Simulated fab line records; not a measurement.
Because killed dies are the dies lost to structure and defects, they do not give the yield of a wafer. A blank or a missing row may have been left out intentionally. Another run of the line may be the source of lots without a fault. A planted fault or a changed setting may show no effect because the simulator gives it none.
fab line records	flow nand-harc	part 1 of 2: steps 1 to 4 of 6
record: lots: 21	wafers: 63	last-day: 33
route steps=1302 shown A_STAIRCASE@650
lots that met no fault: taken from a fault-free run of the same line
start-h: start of the lot's first displayed wafer, in hours after the record's first day	wait-h: time in hours since the lot's previous step	" repeats the value in the row above	L1.1+2: one row covering several wafers at once	- no value, or no start was given	* or withheld: withheld	< > ~ a bound
route shown NAME@n: a module of which the file shows steps, and the number in the route of the first	usual: mean and standard deviation over wafers with no fault	same: alike in all rows	chamber/n: place in a boat	sites: per-site readings	_std_site: their standard deviation	_edge_site: outer sites' mean less inner sites'	radius-mm: for every site, how far away it sits from the centre of the wafer	mask NAME#n: copy n	behind: the tool/chamber that last shaped the wafer	hold: cause of the lot's hold/its duration in hours/its outcome	device: names the non-switching transistor (n, p or np)	end of line: tests of these same wafers at the route's end	step lacking rows: just its recipe	killed: dies lost to structure and defects at the first sort, not the wafer's yield	map: per-die view of a wafer (x killed, . not killed, _ where there is no die)
set.NAME: the setting that was run; set.NAME@STEP: the one run at that earlier step	model.NAME: the simulator's own value behind a step, which no gauge read
route steps across a sampled set of lots; one table per step, one row per wafer
services: from which hour (start-h, from the record's first day; less than 0 if before it) a tool's chamber was out of use, for how many hours, and why
== steps ==
step: NHARC_A_STAIRCASE_DESCUM_168
recipe: time-s: 3	o2-flow-sccm: 200	ar-flow-sccm: 0	bias-power-w: 0	chemistry: O2
usual: drypump-motor-current-A: 5.5/0.38	mfc-ar-sccm: 0.006/0.0099	oes-product-au: 1.002/0.0095	rf-vpp-V: 57.8/0.9	showerhead-plenum-p-Torr: 1.93/0.096	throttle-valve-pct: 11.311/0.0094
same: bias-power-w: 0
lot.wafer	tool	chamber	start-h	wait-h	drypump-motor-current-A	mfc-ar-sccm	oes-product-au	rf-hours-counter-h	rf-vpp-V	showerhead-plenum-p-Torr	throttle-valve-pct
L074.4	rie-diel-03	3	360.45	-	5.9	0	0.988	18	58.0	1.85	11.319
L074.3	"	2	"	"	6.1	0.007	1.008	18	58.2	1.96	11.319
L074.5	"	3	"	"	5.8	0	0.993	-	56.9	1.85	11.324
L075.1	rie-diel-06	3	360.62	-	5.4	0	1.005	21	58.3	2.07	11.308
L075.4	"	1	"	"	4.9	0.032	1.010	24	59.0	1.86	11.321
L075.5	"	2	"	"	5.7	0	1.008	-	58.5	2.07	11.325
L076.1	rie-diel-06	0	380.73	-	5.4	0	0.991	28	57.4	2.05	11.300
L076.3	"	3	"	"	5.4	0	0.996	25	58.3	2.07	11.326
L076.4	"	0	"	"	5.5	0	1.004	-	56.8	2.05	11.316
L078.1	rie-diel-09	2	392.31	-	5.5	0.010	1.022	19	58.1	1.84	11.293
L078.4	"	3	"	"	4.9	0	1.004	17	59.0	1.92	11.302
L078.6	"	2	"	"	5.6	0.010	1.007	-	58.4	1.84	11.325
L077.2	rie-diel-06	2	392.48	-	5.7	0	0.997	27	59.6	2.07	11.298
L077.4	"	3	"	"	5.4	0	0.986	27	57.6	2.07	11.326
L077.6	"	1	"	"	4.9	0.032	0.990	-	57.9	1.86	11.306
L080.3	rie-diel-03	1	407.29	-	5.6	0	1.008	35	58.2	1.95	11.308
L080.1	"	2	"	"	6.0	0.007	1.011	33	58.8	1.95	11.298
L080.2	"	0	"	"	6.1	0	0.997	36	58.1	1.83	11.328
L081.3	rie-diel-03	0	417.01	-	6.1	0	1.002	39	56.2	1.83	11.327
L081.1	"	2	"	"	6.0	0.007	1.011	35	59.3	1.95	11.303
L081.5	"	0	"	"	6.2	0	0.994	-	59.2	1.83	11.306
L082.3	rie-diel-03	0	434.22	-	6.1	0	1.007	42	57.2	1.83	11.317
L082.1	"	2	"	"	6.0	0.007	1.013	38	58.3	1.95	11.316
L082.4	"	3	"	"	5.9	0	0.998	38	57.2	1.85	11.312
L085.2	rie-diel-06	3	454.39	-	5.4	0	0.998	52	59.1	2.06	11.308
L085.3	"	0	"	"	5.4	0	0.996	55	58.8	2.04	11.321
L085.6	"	0	"	"	5.5	0	1.011	-	57.7	2.04	11.321
L084.1	rie-diel-09	1	456.48	-	5.5	0.018	1.013	42	58.2	1.82	11.297
L084.4	"	3	"	"	4.8	0	1.007	37	57.0	1.92	11.318
L084.3	"	0	"	"	5.8	0	1.004	35	58.2	2.05	11.313
L086.1	rie-diel-03	1	485.95	-	5.6	0	1.005	6	57.6	1.95	11.308
L086.4	"	3	"	"	5.9	0	0.994	9	57.2	1.84	11.312
L086.6	"	1	"	"	5.6	0	0.996	-	57.8	1.95	11.304
L089.2	rie-diel-06	1	497.77	-	4.9	0.032	1.017	2	57.8	1.85	11.318
L089.1	"	2	"	"	5.7	0	0.994	2	59.8	2.05	11.296
L089.6	"	0	"	"	5.4	0	0.993	-	57.8	2.03	11.313
L087.4	rie-diel-09	0	497.91	-	5.8	0	1.002	49	58.9	2.04	11.320
L087.3	"	2	"	"	5.6	0.010	1.000	59	56.8	1.83	11.302
L087.1	"	3	"	"	4.9	0	1.001	57	56.5	1.91	11.312
L088.4	rie-diel-03	0	503.83	-	6.1	0	0.985	10	58.6	1.83	11.312
L088.3	"	2	"	"	6.1	0.007	0.994	14	58.0	1.95	11.309
L088.6	"	1	"	"	5.6	0	1.007	-	57.4	1.94	11.301
L090.3	rie-diel-09	2	511.96	-	5.6	0.010	1.012	1	57.2	1.83	11.306
L090.4	"	0	"	"	5.8	0	1.005	1	58.6	2.04	11.305
L090.5	"	3	"	"	4.8	0	0.993	-	59.1	1.91	11.304
L091.2	rie-diel-06	1	523.70	-	4.8	0.032	1.016	12	58.2	1.85	11.312
L091.1	"	2	"	"	5.7	0	0.990	11	58.0	2.05	11.315
L091.6	"	2	"	"	5.7	0	0.984	-	57.7	2.05	11.304
L092.2	rie-diel-09	3	523.86	-	4.9	0	1.002	5	58.3	1.91	11.313
L092.1	"	1	"	"	5.5	0.018	1.002	5	56.8	1.81	11.318
L092.6	"	0	"	"	5.8	0	1.012	-	57.7	2.04	11.302
L093.1	rie-diel-09	0	531.46	-	5.8	0	1.017	9	58.6	2.04	11.312
L093.5	"	3	"	"	4.9	0	1.009	-	57.2	1.91	11.320
L093.6	"	0	"	"	5.8	0	1.010	-	59.9	2.04	11.304
L096.1	rie-diel-06	2	558.86	-	5.7	0	0.984	22	59.0	2.05	11.307
L096.4	"	3	"	"	5.4	0	0.989	20	57.6	2.05	11.324
L096.2	"	0	"	"	5.4	0	0.996	27	57.4	2.03	11.299
L095.1	rie-diel-09	0	559.02	-	5.8	0	1.015	19	57.3	2.04	11.342
L095.3	"	3	"	"	4.9	0	1.009	22	57.9	1.90	11.315
L095.5	"	1	"	"	5.5	0.018	1.004	-	55.9	1.81	11.314
L097.1	rie-diel-09	1	580.05	-	5.5	0.018	0.984	23	59.1	1.81	11.313
L097.4	"	0	"	"	5.8	0	1.008	27	57.8	2.03	11.292
L097.6	"	2	"	"	5.6	0.010	1.006	-	57.1	1.82	11.320
step: NHARC_A_STAIRCASE_DESCUM_219
recipe: time-s: 3	o2-flow-sccm: 200	ar-flow-sccm: 0	bias-power-w: 0	chemistry: O2
usual: drypump-motor-current-A: 5.5/0.37	mfc-ar-sccm: 0.006/0.0096	oes-product-au: 0.999/0.012	rf-vpp-V: 57.9/0.97	showerhead-plenum-p-Torr: 1.93/0.094	throttle-valve-pct: 11.311/0.0095
same: bias-power-w: 0
lot.wafer	tool	chamber	start-h	wait-h	drypump-motor-current-A	mfc-ar-sccm	oes-product-au	rf-hours-counter-h	rf-vpp-V	showerhead-plenum-p-Torr	throttle-valve-pct
L074.4	rie-diel-09	0	369.84	-	5.8	0	1.016	12	56.7	2.05	11.310
L074.3	"	3	"	"	4.8	0	1.005	12	58.8	1.93	11.310
L074.5	"	0	"	"	5.8	0	1.015	-	59.3	2.05	11.308
L075.4	rie-diel-06	0	370.71	-	5.4	0	0.983	26	57.1	2.05	11.303
L075.1	"	1	"	"	4.8	0.032	0.989	26	58.1	1.86	11.298
L075.5	"	2	"	"	5.7	0	0.988	-	59.3	2.07	11.315
L076.3	rie-diel-03	0	390.07	-	6.1	0	0.997	28	58.3	1.84	11.297
L076.4	"	1	"	"	5.6	0	1.011	29	58.6	1.95	11.329
L076.1	"	3	"	"	5.9	0	0.997	24	56.6	1.85	11.293
L077.4	rie-diel-03	3	405.04	-	5.9	0	0.999	32	58.5	1.85	11.318
L077.2	"	2	"	"	6.0	0.007	1.005	32	58.5	1.95	11.319
L077.6	"	3	"	"	5.9	0	0.991	-	57.2	1.85	11.311
L078.4	rie-diel-06	2	406.27	-	5.7	0	0.980	35	56.6	2.06	11.314
L078.1	"	3	"	"	5.4	0	0.990	35	58.8	2.06	11.291
L078.6	"	2	"	"	5.7	0	0.995	-	58.2	2.06	11.313
L080.1	rie-diel-06	3	417.60	-	5.4	0	0.992	41	58.7	2.06	11.321
L080.3	"	0	"	"	5.4	0	1.006	40	60.3	2.05	11.321
L080.2	"	1	"	"	4.9	0.032	1.002	42	56.7	1.86	11.317
L081.1	rie-diel-03	1	426.17	-	5.6	0	1.004	40	56.6	1.95	11.309
L081.3	"	0	"	"	6.1	0	1.005	41	58.5	1.83	11.330
L081.5	"	1	"	"	5.7	0	1.006	-	58.2	1.95	11.301
L082.3	rie-diel-03	0	446.94	-	6.1	0	1.004	44	59.4	1.83	11.324
L082.4	"	1	"	"	5.7	0	1.025	43	57.1	1.95	11.317
L082.1	"	3	"	"	5.9	0	0.985	40	56.5	1.84	11.303
L085.2	rie-diel-09	2	465.80	-	5.6	0.010	1.003	46	57.8	1.83	11.307
L085.3	"	3	"	"	4.9	0	1.014	43	57.5	1.92	11.316
L085.6	"	1	"	"	5.5	0.018	1.028	-	57.0	1.82	11.305
L084.3	rie-diel-06	0	466.62	-	5.4	0	1.003	60	57.6	2.04	11.312
L084.1	"	1	"	"	4.9	0.032	0.991	54	57.7	1.85	11.306
L084.4	"	2	"	"	5.7	0	0.982	58	58.1	2.06	11.317
L086.1	rie-diel-03	2	497.22	-	6.0	0.007	0.995	11	57.4	1.95	11.317
L086.4	"	3	"	"	5.8	0	0.977	-	57.5	1.84	11.306
L086.6	"	2	"	"	6.1	0.007	0.993	-	58.6	1.95	11.316
L089.1	rie-diel-03	2	507.64	-	6.0	0.007	1.003	16	58.6	1.94	11.309
L089.2	"	3	"	"	5.9	0	0.972	16	57.5	1.84	11.297
L089.6	"	1	"	"	5.6	0	1.000	-	58.8	1.94	11.300
L087.3	rie-diel-03	0	508.37	-	6.1	0	0.982	13	58.5	1.83	11.332
L087.4	"	1	"	"	5.7	0	1.013	12	57.6	1.94	11.320
L087.1	"	2	"	"	6.0	0.007	0.989	16	58.3	1.94	11.325
L088.4	rie-diel-09	1	513.35	-	5.5	0.018	0.982	1	58.2	1.81	11.311
L088.3	"	2	"	"	5.6	0.010	1.000	1	57.0	1.83	11.304
L088.6	"	2	"	"	5.6	0.010	1.007	-	59.0	1.83	11.311
L090.3	rie-diel-06	1	521.53	-	4.9	0.032	1.019	11	57.8	1.85	11.315
L090.5	"	0	"	"	5.4	0	0.985	-	57.4	2.03	11.311
L090.4	"	1	"	"	4.8	0.032	1.014	-	58.3	1.85	11.303
L091.2	rie-diel-06	3	533.05	-	5.4	0	0.995	12	58.8	2.05	11.312
L091.1	"	2	"	"	5.7	0	0.977	14	57.8	2.05	11.311
L091.6	"	3	"	"	5.4	0	0.986	-	57.6	2.05	11.315
L092.1	rie-diel-09	1	533.62	-	5.5	0.018	1.000	8	57.7	1.81	11.326
L092.2	"	2	"	"	5.6	0.010	1.010	8	58.1	1.82	11.321
L092.6	"	0	"	"	5.8	0	1.011	-	59.0	2.04	11.312
L093.1	rie-diel-06	2	544.78	-	5.7	0	0.990	18	58.1	2.05	11.286
L093.5	"	3	"	"	5.4	0	1.000	-	58.4	2.05	11.300
L093.6	"	0	"	"	5.4	0	0.979	-	60.2	2.03	11.305
L095.1	rie-diel-09	3	568.55	-	4.9	0	1.005	24	57.7	1.90	11.316
L095.3	"	1	"	"	5.5	0.018	0.992	18	58.9	1.81	11.306
L095.5	"	0	"	"	5.8	0	1.013	-	57.7	2.03	11.323
L096.2	rie-diel-06	2	568.86	-	5.7	0	0.976	25	57.0	2.05	11.295
L096.1	"	3	"	"	5.4	0	0.974	25	58.7	2.05	11.327
L096.4	"	0	"	"	5.4	0	0.988	32	59.1	2.03	11.309
L097.1	rie-diel-09	3	589.13	-	4.9	0	1.001	31	59.5	1.90	11.329
L097.4	"	0	"	"	5.8	0	1.006	29	59.3	2.03	11.301
L097.6	"	3	"	"	4.9	0	0.994	-	58.3	1.90	11.326
step: NHARC_A_STAIRCASE_TRIM_235
recipe: time-s: 211.2	o2-flow-sccm: 500	ar-flow-sccm: 0	bias-w: 0	chemistry: O2
usual: drypump-motor-current-A: 5.6/0.39	mfc-ar-sccm: 0.006/0.0099	oes-product-au: 0.999/0.01	rf-vpp-V: 57.9/0.93	showerhead-plenum-p-Torr: 3.55/0.15	throttle-valve-pct: 17.034/0.0092
lot.wafer	tool	chamber	start-h	wait-h	drypump-motor-current-A	mfc-ar-sccm	oes-product-au	rf-hours-counter-h	rf-vpp-V	showerhead-plenum-p-Torr	throttle-valve-pct
L074.3	rie-diel-09	2	-	-	5.6	0.010	0.999	14	56.5	3.40	17.029
L074.4	"	3	"	"	4.8	0	1.000	13	58.2	3.55	17.031
L074.5	"	1	"	"	5.5	0.018	0.994	-	56.5	3.38	17.043
L075.1	rie-diel-06	1	-	-	4.8	0.032	1.006	28	57.6	3.44	17.032
L075.4	"	3	"	"	5.4	0	1.001	25	59.4	3.79	17.029
L075.5	"	0	"	"	5.5	0	0.994	-	59.4	3.76	17.036
L076.1	rie-diel-03	2	-	-	6.1	0.007	1.007	27	58.2	3.60	17.012
L076.3	"	3	"	"	5.9	0	0.996	25	58.2	3.42	17.037
L076.4	"	1	"	"	5.6	0	1.018	30	57.4	3.60	17.022
L077.2	rie-diel-03	1	-	-	5.6	0	1.010	35	58.0	3.59	17.045
L077.4	"	2	"	"	6.1	0.007	1.012	33	57.4	3.60	17.023
L077.6	"	0	"	"	6.1	0	1.004	-	56.3	3.39	17.043
L078.4	rie-diel-06	1	-	-	4.8	0.032	0.979	37	57.6	3.44	17.028
L078.1	"	2	"	"	5.7	0	0.988	36	56.2	3.79	17.040
L078.6	"	3	"	"	5.4	0	0.996	-	58.9	3.79	17.040
L080.2	rie-diel-06	0	-	-	5.4	0	0.996	41	56.7	3.75	17.052
L080.3	"	2	"	"	5.7	0	0.993	43	59.2	3.78	17.029
L080.1	"	3	"	"	5.4	0	0.998	42	59.3	3.78	17.031
L081.3	rie-diel-03	1	-	-	5.6	0	1.003	41	57.4	3.59	17.042
L081.1	"	2	"	"	6.1	0.007	1.010	37	57.8	3.59	17.054
L081.5	"	1	"	"	5.6	0	1.002	-	57.6	3.59	17.023
L082.3	rie-diel-03	0	-	-	6.1	0	1.007	46	58.2	3.39	17.026
L082.4	"	2	"	"	6.1	0.007	1.018	42	57.3	3.59	17.034
L082.1	"	3	"	"	5.9	0	0.986	42	57.9	3.41	17.049
L085.2	rie-diel-09	1	-	-	5.5	0.018	1.018	49	55.1	3.36	17.028
L085.3	"	2	"	"	5.6	0.010	1.008	47	57.7	3.39	17.045
L085.6	"	0	"	"	5.8	0	1.000	-	57.0	3.76	17.022
L084.3	rie-diel-09	3	-	-	4.9	0	1.015	48	58.7	3.53	17.029
L084.4	"	0	"	"	5.9	0	1.010	40	58.1	3.75	17.036
L084.1	"	1	"	"	5.5	0.018	1.017	51	57.0	3.36	17.040
L086.1	rie-diel-03	2	-	-	6.1	0.007	0.995	13	56.4	3.58	17.035
L086.6	"	1	"	"	5.7	0	1.014	-	58.3	3.58	17.033
L086.4	"	2	"	"	6.1	0.007	0.995	-	57.6	3.58	17.029
L089.2	rie-diel-09	3	-	-	4.9	0	1.001	0	59.9	3.52	17.037
L089.1	"	1	"	"	5.5	0.018	0.991	0	57.2	3.36	17.021
L089.6	"	3	"	"	4.9	0	0.994	-	58.4	3.52	17.061
L087.3	rie-diel-06	2	-	-	5.7	0	0.986	6	58.3	3.77	17.034
L087.1	"	0	"	"	5.4	0	0.982	9	59.5	3.73	17.034
L087.4	"	1	"	"	4.9	0.032	1.017	-	56.3	3.42	17.033
L088.3	rie-diel-09	2	-	-	5.6	0.010	1.010	2	58.4	3.38	17.017
L088.4	"	0	"	"	5.8	0	1.007	2	57.8	3.75	17.042
L088.6	"	3	"	"	4.9	0	1.006	-	58.5	3.52	17.027
L090.4	rie-diel-06	2	-	-	5.7	0	0.988	11	57.2	3.76	17.025
L090.3	"	3	"	"	5.4	0	1.001	8	58.6	3.77	17.031
L090.5	"	3	"	"	5.4	0	1.007	-	58.2	3.77	17.032
L092.1	rie-diel-03	3	-	-	5.9	0	0.998	28	57.0	3.39	17.038
L092.2	"	2	"	"	6.0	0.007	1.000	26	58.7	3.58	17.041
L092.6	"	0	"	"	6.2	0	0.991	-	58.1	3.37	17.027
L091.2	rie-diel-06	2	-	-	5.7	0	0.991	17	58.9	3.76	17.025
L091.1	"	0	"	"	5.4	0	0.989	23	59.1	3.73	17.039
L091.6	"	1	"	"	4.9	0.032	1.022	-	56.9	3.41	17.018
L093.1	rie-diel-06	1	-	-	4.8	0.032	1.015	21	58.2	3.41	17.047
L093.5	"	2	"	"	5.7	0	0.978	-	58.2	3.76	17.033
L093.6	"	3	"	"	5.4	0	0.993	-	60.0	3.76	17.038
L095.3	rie-diel-09	0	-	-	5.8	0	1.016	22	58.0	3.74	17.041
L095.1	"	3	"	"	4.9	0	1.009	25	57.7	3.51	17.026
L095.5	"	0	"	"	5.9	0	1.002	-	59.4	3.74	17.035
L096.4	rie-diel-03	2	-	-	6.1	0.007	0.999	37	58.8	3.57	17.050
L096.1	"	3	"	"	5.9	0	0.991	37	60.0	3.39	17.031
L096.2	"	0	"	"	6.1	0	0.987	32	57.7	3.37	17.039
L097.1	rie-diel-06	0	-	-	5.5	0	0.992	39	58.3	3.72	17.033
L097.4	"	1	"	"	4.8	0.032	1.016	37	57.9	3.40	17.029
L097.6	"	0	"	"	5.5	0	0.993	-	57.4	3.72	17.039
step: NHARC_A_STAIRCASE_ETCH_236
recipe: target-depth-a: 1000	time-s: 40.5	ion-energy-ev: 400	c4f8-flow-sccm: 20	o2-flow-sccm: 10	ar-flow-sccm: withheld	rf-w: 600	bias-w: 1000	chemistry: C4F8/O2
usual: oes-product-au: 0.943/0.013	rf-vpp-V: 897/5.6
lot.wafer	tool	chamber	start-h	wait-h	oes-product-au	rf-hours-counter-h	rf-vpp-V
L074.3	rie-diel-09	2	-	-	0.954	14	892
L074.4	"	3	"	"	0.945	13	897
L074.5	"	1	"	"	0.942	-	890
L075.1	rie-diel-06	2	-	-	0.952	25	905
L075.4	"	0	"	"	0.935	28	905
L075.5	"	2	"	"	0.957	-	905
L076.4	rie-diel-03	3	-	-	0.940	25	892
L076.1	"	0	"	"	0.957	29	892
L076.3	"	1	"	"	0.969	30	898
L077.2	rie-diel-03	3	-	-	0.938	32	892
L077.4	"	0	"	"	0.947	36	891
L077.6	"	1	"	"	0.958	-	899
L078.1	rie-diel-06	0	-	-	0.938	37	905
L078.4	"	1	"	"	0.943	37	893
L078.6	"	1	"	"	0.935	-	893
L080.3	rie-diel-06	1	-	-	0.938	43	894
L080.1	"	2	"	"	0.946	43	905
L080.2	"	3	"	"	0.947	42	904
L081.1	rie-diel-03	3	-	-	0.937	37	891
L081.3	"	1	"	"	0.950	41	898
L081.5	"	3	"	"	0.954	-	892
L082.1	rie-diel-03	2	-	-	0.944	42	900
L082.3	"	0	"	"	0.930	46	891
L082.4	"	1	"	"	0.935	45	898
L085.3	rie-diel-09	1	-	-	0.964	49	890
L085.2	"	2	"	"	0.959	47	892
L085.6	"	3	"	"	0.969	-	896
L084.3	rie-diel-09	3	-	-	0.937	48	895
L084.1	"	0	"	"	0.946	40	906
L084.4	"	1	"	"	0.936	51	889
L086.1	rie-diel-03	3	-	-	0.936	13	892
L086.4	"	2	"	"	0.938	-	898
L086.6	"	3	"	"	0.930	-	891
L089.2	rie-diel-09	2	-	-	0.954	0	889
L089.1	"	1	"	"	0.931	0	890
L089.6	"	3	"	"	0.935	-	896
L087.1	rie-diel-06	2	-	-	0.929	6	904
L087.3	"	0	"	"	0.932	9	902
L087.4	"	0	"	"	0.936	-	904
L088.3	rie-diel-09	0	-	-	0.950	2	903
L088.4	"	1	"	"	0.945	2	890
L088.6	"	1	"	"	0.949	-	890
L090.3	rie-diel-06	1	-	-	0.974	12	892
L090.4	"	3	"	"	0.940	8	904
L090.5	"	1	"	"	0.970	-	893
L092.1	rie-diel-03	2	-	-	0.938	26	899
L092.2	"	1	"	"	0.968	21	898
L092.6	"	3	"	"	0.918	-	891
L091.2	rie-diel-06	0	-	-	0.938	23	902
L091.1	"	2	"	"	0.930	17	905
L091.6	"	0	"	"	0.942	-	904
L093.1	rie-diel-06	0	-	-	0.922	24	903
L093.6	"	1	"	"	0.974	-	892
L093.5	"	2	"	"	0.935	-	903
L095.1	rie-diel-09	1	-	-	0.932	19	890
L095.3	"	3	"	"	0.951	25	895
L095.5	"	2	"	"	0.973	-	891
L096.4	rie-diel-03	2	-	-	0.946	37	898
L096.1	"	3	"	"	0.922	37	890
L096.2	"	0	"	"	0.923	32	891
L097.1	rie-diel-06	1	-	-	0.937	37	892
L097.4	"	3	"	"	0.913	34	904
L097.6	"	1	"	"	0.940	-	891
